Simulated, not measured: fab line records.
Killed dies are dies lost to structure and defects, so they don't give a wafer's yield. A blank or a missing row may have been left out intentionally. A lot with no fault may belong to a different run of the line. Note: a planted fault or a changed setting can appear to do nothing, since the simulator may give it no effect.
fab line records -- flow n5_finfet
record lots=9, wafers=27, last_day=17
route steps=1938 shown SD_EPI_N@293 SD_EPI_P@321 SD_ACTIVATION@331 ILD0@335 BEOL_M4@1111 PASSIVATION@1936
lots that met no fault: from a run of the same line without faults
start_h: hours from the record's first day to the start of the lot's first wafer shown -- wait_h: hours from the lot's prior step to this one -- " unchanged from the row above -- L1.1+2: one row covering several wafers at once -- - no value present, or no start provided -- * or withheld: withheld -- < > ~ a bound
route shown NAME@n: a module of which the file shows steps, and the number in the route of the first -- usual: mean/standard deviation of fault-free wafers -- same: alike in all rows -- chamber/n: place in a boat -- sites: each site's reading -- _std_site: the standard deviation of these -- _edge_site: outer sites' mean less inner sites' -- radius_mm: for every site, how far away it sits from the centre of the wafer -- mask NAME#n: copy n -- behind: tool/chamber where the wafer was last shaped -- hold: the reason the lot was held/the length of the hold in hours/how it ended -- device: which transistor (n, p or np) failed to switch -- end of line: tests run on the same wafers once the route is complete -- where a step has no rows: the recipe by itself -- killed: the dies lost at the first sort to structure and to defects; this is not the yield of the wafer -- map: dies across one wafer; x = killed, . = not, _ = none there
set.NAME: the run value of the setting; set.NAME@STEP: its run value at that earlier step -- model.NAME: the simulator's own value behind a step, which no gauge read
a sample of lots followed through the steps of the route, with each step as a table and each wafer as a row
services: a tool's chamber out of use, with start hour (start_h, from the record's first day; less than 0 if before it), hours out, and reason
## steps
# step N5_SD_EPI_N_LINER_46
# recipe material=SiNx, target_thk_a=30, temp_c=400, ald_precursor_family=SiH2I2, ald_co_reactant=N2/H2-plasma, pressure_torr=2
# usual heater_power_outer_w=511/52, heater_power_w=825/84, susceptor_temp_C=400.03/0.22
lot.wafer,tool,chamber,start_h,wait_h,heater_power_outer_w,heater_power_w,susceptor_temp_C
L121.1,ald_sin-02,0,69.52,0.2,574,904,400.04
L121.3,ald_sin-02,3,69.52,0.2,479,755,400.45
L121.6,ald_sin-02,1,69.52,0.2,544,889,399.51
L124.3,ald_sin-03,3,90.27,0.2,601,984,400.03
L124.4,ald_sin-03,1,90.27,0.2,553,874,400.25
L124.5,ald_sin-03,3,90.27,0.2,599,970,400.49
L129.3,ald_sin-03,1,123.83,0.2,549,903,400.36
L129.4,ald_sin-03,3,123.83,0.2,612,955,400.25
L129.5,ald_sin-03,2,123.83,0.2,434,745,400.15
L132.2,ald_sin-02,2,138.03,1.0,473,801,400.09
L132.3,ald_sin-02,3,138.03,1.0,487,726,399.79
L132.6,ald_sin-02,2,138.03,1.0,479,784,400.34
L134.1,ald_sin-03,2,148.89,0.7,431,729,400.13
L134.2,ald_sin-03,1,148.89,0.7,553,909,399.57
L134.3,ald_sin-03,3,148.89,0.7,600,999,399.83
L135.2,ald_sin-02,1,155.35,0.2,541,881,399.96
L135.4,ald_sin-02,3,155.35,0.2,487,740,399.88
L135.6,ald_sin-02,3,155.35,0.2,479,755,400.20
L138.3,ald_sin-03,2,173.81,0.2,442,744,400.18
L138.4,ald_sin-03,1,173.81,0.2,566,894,400.29
L138.6,ald_sin-03,1,173.81,0.2,580,903,400.32
L139.4,ald_sin-02,0,178.83,0.1,578,914,400.19
L139.5,ald_sin-02,1,178.83,0.1,548,864,399.91
L139.6,ald_sin-02,2,178.83,0.1,480,761,400.35
L140.2,ald_sin-01,1,184.37,0.1,494,819,400.07
L140.3,ald_sin-01,3,184.37,0.1,512,828,400.07
L140.5,ald_sin-01,0,184.37,0.1,496,723,400.35
# step N5_SD_EPI_P_EPI_21
# recipe material=SiGe:B, dopant=B, temp_c=550, pressure_torr=20, ambient=H2, time_s=355
# usual susceptor_temp_C=549.96/0.24, susceptor_temp_C_max=551.6/0.52
lot.wafer,tool,chamber,start_h,wait_h,susceptor_temp_C,susceptor_temp_C_max
L121.1,epi_rpcvd-01,0,72.16,0.2,549.77,551.6
L121.3,epi_rpcvd-01,0,72.16,0.2,549.91,551.6
L121.6,epi_rpcvd-01,0,74.56,2.4,549.77,551.3
L124.3,epi_rpcvd-03,0,93.57,0.8,550.31,551.5
L124.4,epi_rpcvd-03,0,93.57,0.8,549.54,550.7
L124.5,epi_rpcvd-03,0,93.57,0.8,549.95,550.7
L129.3,epi_rpcvd-01,0,129.50,2.6,549.77,551.1
L129.4,epi_rpcvd-01,0,130.64,3.6,550.05,552.3
L129.5,epi_rpcvd-01,0,131.78,4.6,549.83,551.8
L132.2,epi_rpcvd-01,0,140.66,0.5,549.94,552.4
L132.3,epi_rpcvd-01,0,140.66,0.5,550.01,552.0
L132.6,epi_rpcvd-01,0,142.10,1.8,549.90,551.8
L134.1,epi_rpcvd-02,0,150.98,0.1,549.93,551.9
L134.2,epi_rpcvd-02,0,150.98,0.1,549.93,551.8
L134.3,epi_rpcvd-02,0,150.98,0.1,550.23,552.5
L135.2,epi_rpcvd-02,0,157.84,0.5,549.58,551.6
L135.4,epi_rpcvd-02,0,157.84,0.5,550.17,551.9
L135.6,epi_rpcvd-02,0,157.84,0.5,550.27,552.5
L138.3,epi_rpcvd-02,0,176.62,0.8,549.87,551.6
L138.4,epi_rpcvd-02,0,176.62,0.8,549.84,551.5
L138.6,epi_rpcvd-02,0,176.62,0.8,549.81,552.2
L139.4,epi_rpcvd-02,0,182.71,1.5,550.03,552.2
L139.5,epi_rpcvd-02,0,182.71,1.5,550.11,551.9
L139.6,epi_rpcvd-02,0,182.71,1.5,550.29,551.9
L140.2,epi_rpcvd-03,0,187.05,0.6,549.79,550.9
L140.3,epi_rpcvd-03,0,187.05,0.6,550.45,551.3
L140.5,epi_rpcvd-03,0,187.05,0.6,549.86,550.8
# step N5_SD_EPI_P_EPI_MEAS_23
# recipe mode=xrd
# usual thk_nm=61.1/1.2
lot.wafer,tool,chamber,start_h,wait_h,thk_nm
L121.1,film_metro-02,-,75.08,2.4,59.9
L121.3,film_metro-02,-,75.08,2.4,61.0
L121.6,film_metro-02,-,75.08,2.4,62.3
L124.3,film_metro-01,-,95.05,1.1,59.4
L124.4,film_metro-01,-,95.05,1.1,61.1
L124.5,film_metro-01,-,95.05,1.1,61.4
L129.3,film_metro-02,-,134.09,3.5,49.3
L129.4,film_metro-02,-,134.09,3.5,49.0
L129.5,film_metro-02,-,134.09,3.5,48.8
L132.2,film_metro-02,-,142.50,1.5,50.8
L132.3,film_metro-02,-,142.50,1.5,48.6
L132.6,film_metro-02,-,142.50,1.5,50.3
L134.1,film_metro-02,-,153.17,1.8,61.0
L134.2,film_metro-02,-,153.17,1.8,61.3
L134.3,film_metro-02,-,153.17,1.8,61.9
L135.2,film_metro-02,-,159.67,1.5,60.2
L135.4,film_metro-02,-,159.67,1.5,61.2
L135.6,film_metro-02,-,159.67,1.5,61.6
L138.3,film_metro-02,-,178.10,1.1,61.7
L138.4,film_metro-02,-,178.10,1.1,60.2
L138.6,film_metro-02,-,178.10,1.1,61.3
L139.4,film_metro-02,-,184.20,1.0,60.1
L139.5,film_metro-02,-,184.20,1.0,61.0
L139.6,film_metro-02,-,184.20,1.0,60.4
L140.2,film_metro-02,-,189.49,2.0,61.0
L140.3,film_metro-02,-,189.49,2.0,60.6
L140.5,film_metro-02,-,189.49,2.0,61.3
# step N5_SD_ACTIVATION_LSA_01
# recipe temp_c=1080, time_s=0.0008, ambient=N2
# usual wafer_temp_C_max=1084.6/1.5
lot.wafer,tool,chamber,start_h,wait_h,wafer_temp_C_max
L121.1,laser_anneal-02,0,75.48,0.2,1084.1
L121.3,laser_anneal-02,0,75.48,0.2,1084.3
L121.6,laser_anneal-02,0,75.48,0.2,1085.3
L124.3,laser_anneal-01,0,95.51,0.2,1084.9
L124.4,laser_anneal-01,0,95.51,0.2,1085.8
L124.5,laser_anneal-01,0,95.51,0.2,1085.6
L129.3,laser_anneal-01,0,135.07,0.3,1085.7
L129.4,laser_anneal-01,0,135.07,0.3,1084.5
L129.5,laser_anneal-01,0,135.07,0.3,1086.2
L132.2,laser_anneal-01,0,142.94,0.2,1083.9
L132.3,laser_anneal-01,0,142.94,0.2,1084.3
L132.6,laser_anneal-01,0,142.94,0.2,1085.6
L134.1,laser_anneal-02,0,153.58,0.2,1084.2
L134.2,laser_anneal-02,0,153.58,0.2,1084.0
L134.3,laser_anneal-02,0,153.58,0.2,1083.8
L135.2,laser_anneal-01,0,160.10,0.2,1086.2
L135.4,laser_anneal-01,0,160.10,0.2,1085.0
L135.6,laser_anneal-01,0,160.10,0.2,1086.2
L138.3,laser_anneal-02,0,178.56,0.2,1083.4
L138.4,laser_anneal-02,0,178.56,0.2,1083.5
L138.6,laser_anneal-02,0,178.56,0.2,1082.9
L139.4,laser_anneal-01,0,184.68,0.2,1084.2
L139.5,laser_anneal-01,0,184.68,0.2,1085.6
L139.6,laser_anneal-01,0,184.68,0.2,1085.2
L140.2,laser_anneal-02,0,189.93,0.2,1083.1
L140.3,laser_anneal-02,0,189.93,0.2,1083.1
L140.5,laser_anneal-02,0,189.93,0.2,1082.2
# step N5_ILD0_LINER_00
# recipe material=SiNx, target_thk_a=40, temp_c=400, ald_precursor_family=SiH2I2, ald_co_reactant=N2/H2-plasma, pulse_time_s=1, purge_time_s=2, co_reactant_purge_time_s=2, ald_cycles=80, pressure_torr=2
# usual heater_power_outer_w=499/67, heater_power_w=815/89, precursor_pulse_height_rel=0.999/0.021, susceptor_temp_C=400.03/0.21
# same ald_cycles=80
lot.wafer,tool,chamber,start_h,wait_h,heater_power_outer_w,heater_power_w,precursor_pulse_height_rel,susceptor_temp_C
L121.1,ald_sin-02,0,76.04,0.0,569,922,0.998,399.97
L121.3,ald_sin-02,1,76.04,0.0,533,877,0.970,399.86
L121.6,ald_sin-02,0,76.04,0.0,573,919,1.024,400.07
L124.3,ald_sin-04,1,96.02,0.0,570,925,1.000,400.03
L124.4,ald_sin-04,0,96.02,0.0,430,747,1.017,399.93
L124.5,ald_sin-04,1,96.02,0.0,576,899,1.013,400.15
L129.3,ald_sin-04,1,135.57,0.0,570,916,0.984,400.33
L129.4,ald_sin-04,0,135.57,0.0,436,759,1.027,400.13
L129.5,ald_sin-04,2,135.57,0.0,504,852,0.981,400.21
L132.2,ald_sin-02,2,143.48,0.0,484,804,1.051,399.84
L132.3,ald_sin-02,3,143.48,0.0,490,738,0.977,400.36
L132.6,ald_sin-02,0,143.48,0.0,576,895,0.980,399.94
L134.1,ald_sin-02,3,154.16,0.1,493,725,1.002,400.05
L134.2,ald_sin-02,0,154.16,0.1,585,922,0.983,400.14
L134.3,ald_sin-02,2,154.16,0.1,467,781,0.986,400.11
L135.2,ald_sin-03,1,160.63,0.0,559,880,1.015,400.00
L135.4,ald_sin-03,2,160.63,0.0,435,721,1.030,400.31
L135.6,ald_sin-03,1,160.63,0.0,556,886,0.990,399.69
L138.3,ald_sin-02,1,179.74,0.7,535,886,0.975,399.91
L138.4,ald_sin-02,3,179.74,0.7,493,751,0.983,400.31
L138.6,ald_sin-02,1,179.74,0.7,530,885,1.012,400.03
L139.4,ald_sin-02,3,185.82,0.7,487,730,0.991,400.08
L139.5,ald_sin-02,0,185.82,0.7,574,920,1.000,400.07
L139.6,ald_sin-02,3,185.82,0.7,481,737,0.992,399.76
L140.2,ald_sin-02,3,190.85,0.4,494,729,0.983,399.62
L140.3,ald_sin-02,0,190.85,0.4,581,957,1.006,400.03
L140.5,ald_sin-02,2,190.85,0.4,470,799,0.977,400.17
# step N5_BEOL_M4_RC_MEAS_101
# usual DIBL_N=36.5/2, DIBL_P=36.5/2.3, IOFF_N=0.16/0.036, IOFF_P=0.21/0.037, ION_N=672/12, ION_P=459/7.1, SS_N=71.6/0.73, SS_P=73.4/0.76, VT_N=250/3.3, VT_P=-250.5/2.9
lot.wafer,tool,chamber,start_h,wait_h,DIBL_N[mV/V],DIBL_P[mV/V],IOFF_N[nA/um],IOFF_P[nA/um],ION_N[uA/um],ION_P[uA/um],SS_N[mV/dec],SS_P[mV/dec],VT_N[mV],VT_P[mV]
L121.1,prober-02,0,189.55,0.0,36.7,36.7,0.18,0.21,680,458,71.9,73.9,246,-251.4
L121.3,prober-02,0,189.55,0.0,34.8,35.0,0.14,0.19,679,463,71.4,73.4,251,-252.9
L121.6,prober-02,0,189.55,0.0,35.7,36.1,0.16,0.20,670,464,71.3,73.5,249,-251.7
L124.3,prober-02,0,201.96,0.3,37.3,35.9,0.20,0.24,665,450,71.8,73.2,244,-250.3
L124.4,prober-02,0,201.96,0.3,36.1,35.1,0.18,0.24,679,467,71.3,73.1,249,-250.9
L124.5,prober-02,0,201.96,0.3,35.4,33.9,0.17,0.21,689,470,71.3,73.8,246,-248.8
L132.2,prober-02,0,257.76,0.2,38.6,38.0,0.19,0.24,666,449,72.4,73.0,248,-249.1
L132.3,prober-02,0,257.76,0.2,36.4,35.2,0.14,0.18,649,452,72.4,72.6,254,-252.1
L132.6,prober-02,0,257.76,0.2,38.8,38.0,0.18,0.23,664,457,72.6,73.2,253,-249.6
L129.3,prober-02,0,260.43,0.3,36.6,37.2,0.17,0.23,676,463,71.1,73.9,250,-246.2
L129.4,prober-02,0,260.43,0.3,37.1,38.2,0.18,0.26,684,472,71.7,74.3,246,-246.0
L129.5,prober-02,0,260.43,0.3,34.2,34.3,0.12,0.18,663,460,70.6,72.4,255,-249.6
L134.1,prober-02,0,262.70,0.0,37.0,35.9,0.15,0.20,671,459,72.1,73.0,251,-251.3
L134.2,prober-02,0,262.70,0.0,37.3,34.9,0.14,0.19,645,444,71.8,72.9,253,-251.0
L134.3,prober-02,0,262.70,0.0,39.1,38.0,0.19,0.25,681,464,71.4,73.8,249,-246.2
L135.2,prober-01,0,280.33,0.2,36.3,34.2,0.15,0.18,670,454,71.7,73.4,251,-254.5
L135.4,prober-01,0,280.33,0.2,36.5,35.2,0.15,0.19,683,465,71.3,73.0,248,-249.9
L135.6,prober-01,0,280.33,0.2,36.8,35.0,0.15,0.19,663,453,72.0,73.7,254,-252.3
L139.4,prober-01,0,297.56,0.5,39.5,41.0,0.23,0.29,697,475,71.6,74.7,243,-246.4
L139.5,prober-01,0,297.56,0.5,36.8,37.8,0.18,0.24,688,464,71.4,73.5,246,-246.8
L139.6,prober-01,0,297.56,0.5,34.2,34.2,0.12,0.17,664,459,71.0,72.8,254,-250.7
L138.3,prober-02,0,298.06,0.3,36.7,36.8,0.15,0.20,670,454,71.4,73.5,253,-255.1
L138.4,prober-02,0,298.06,0.3,38.1,38.8,0.17,0.22,671,458,71.5,73.9,248,-251.8
L138.6,prober-02,0,298.06,0.3,38.2,38.9,0.17,0.23,678,458,72.2,73.0,249,-251.8
L140.2,prober-01,0,309.41,0.2,38.1,41.2,0.24,0.30,691,474,72.1,73.9,243,-243.0
L140.3,prober-01,0,309.41,0.2,37.5,39.5,0.21,0.26,684,467,71.8,74.3,248,-246.6
L140.5,prober-01,0,309.41,0.2,37.7,39.4,0.21,0.26,661,449,72.3,74.0,247,-245.4
# step N5_PASSIVATION_PROBE_49
# usual defect_limited_yield=91.4/1.4, killed_at_M0_to_M3=33/11, killed_at_M4_up=13/5.3, killed_at_contacts=13/6.1, killed_at_front_end=40/11, killed_at_other=2.9/2.7, killed_dies=102/17, killed_open=68/13, killed_short=32/7.5, sort_bin_4_leakage=0.00/0.022, sort_bin_5_function=5.1/0.98, sort_bin_6_memory=3.2/0.69, sort_bin_8_speed=0.1/1.1, sort_n_pass=1077/21, sort_yield_pct=91.3/1.7
# same gross_dies=1180, killed_at_back_side=0
lot.wafer,tool,chamber,start_h,wait_h,defect_limited_yield[%],killed_at_M0_to_M3,killed_at_M4_up,killed_at_contacts,killed_at_front_end,killed_at_other,killed_dies,killed_open,killed_short,sort_bin_4_leakage[%],sort_bin_5_function[%],sort_bin_6_memory[%],sort_bin_8_speed[%],sort_n_pass,sort_yield_pct[%]
L124.3,prober-02,-,320.54,0.1,93.5,21,11,20,24,1,77,52,24,0,3.1,3.1,0,1103,93.5
L124.4,prober-02,-,320.59,0.2,94.1,16,12,15,26,1,70,51,19,0,3.9,1.8,0,1110,94.1
L124.5,prober-02,-,320.64,0.2,94.6,18,11,9,25,1,64,39,25,0,3.2,1.9,0,1116,94.6
L134.1,prober-02,-,383.31,0.0,92.0,24,19,17,34,0,94,63,31,0,4.2,3.3,0,1086,92.0
# killed by level:class
L124.3 MOL_CONTACT_COAG:geometric_particle:open=16 FIN_SAQP:geometric_particle:short=8 FIN_SAQP:geometric_particle:open=6 BEOL_M4:geometric_particle:open=6 BEOL_M1:geometric_particle:open=5 MOL_CONTACT_COAG:geometric_particle:short=4 BEOL_M0_SAQP:geometric_particle:short=4 BEOL_M2:geometric_particle:open=4
L124.4 MOL_CONTACT_COAG:geometric_particle:open=9 FIN_SAQP:geometric_particle:open=8 BEOL_M4:geometric_particle:open=7 MOL_CONTACT_COAG:geometric_particle:short=6 BEOL_M1:geometric_particle:open=5 GATE_CUT:geometric_particle:short=4 BEOL_M0_SAQP:geometric_particle:open=4 BEOL_M3:geometric_particle:open=3
L124.5 MOL_CONTACT_COAG:geometric_particle:open=6 GATE_CUT:geometric_particle:open=5 BEOL_M4:geometric_particle:open=5 GATE_CUT:geometric_particle:short=4 BEOL_M1:geometric_particle:open=4 MOL_CONTACT_COAG:geometric_particle:short=3 BEOL_M0_SAQP:geometric_particle:open=3 BEOL_M3:geometric_particle:open=3
L134.1 MOL_CONTACT_COAG:geometric_particle:open=13 FIN_SAQP:geometric_particle:short=10 BEOL_M4:geometric_particle:open=9 BEOL_M2:geometric_particle:open=6 STARTING-WAFER:geometric_particle:open=6 FIN_SAQP:geometric_particle:open=4 STI_FIN_REVEAL:geometric_particle:open=4 MOL_CONTACT_COAG:geometric_particle:short=4
## services
tool,chamber,start_h,hours,kind
ald_sin-01,3,49.59,6.7,repair
ald_sin-02,0,50.67,7.0,repair
ald_sin-01,2,68.45,16.5,repair
laser_anneal-02,-,69.80,1.9,pm
ald_sin-01,-,85.25,14.0,pm
ald_sin-01,0,85.25,14.0,vent_cycle
ald_sin-01,1,85.25,14.0,vent_cycle
ald_sin-01,2,85.25,14.0,vent_cycle
ald_sin-01,3,85.25,14.0,vent_cycle
ald_sin-01,0,99.25,-,clean
ald_sin-01,1,99.25,-,clean
ald_sin-01,2,109.21,3.2,repair
ald_sin-04,-,112.72,2.8,pm
epi_rpcvd-01,-,117.72,2.0,repair
laser_anneal-01,-,130.19,2.8,pm
ald_sin-04,3,132.14,3.9,repair
epi_rpcvd-02,-,138.02,8.1,pm
laser_anneal-01,-,143.09,13.6,pm
ald_sin-03,-,177.13,14.0,pm
ald_sin-03,0,177.13,14.0,vent_cycle
ald_sin-03,1,177.13,14.0,vent_cycle
ald_sin-03,2,177.13,14.0,vent_cycle
ald_sin-03,3,177.13,14.0,vent_cycle
ald_sin-04,2,177.27,15.7,repair
## key
first_sign step=N5_SD_EPI_P_EPI_MEAS_23, reading=thk_nm, direction=down, sigmas=9.7, usual=*, struck=*
effect none on later readings
met_at N5_SD_EPI_P_EPI_21
struck_lots L129,L132
not_acting_at N5_SD_EPI_N_LINER_46,N5_SD_ACTIVATION_LSA_01,N5_ILD0_LINER_00
onset_between 72.16 129.50
fault kind=site_profile_drift, tool=epi_rpcvd-01, chamber=-, onset_h=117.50, steps=N5_SD_EPI_P_EPI_21, basis=fraction, max_abs_drift=0.45536, slope_share_per_hr=101.19, site_pattern=0,0,0,0,0,-1,-1,-1,-1
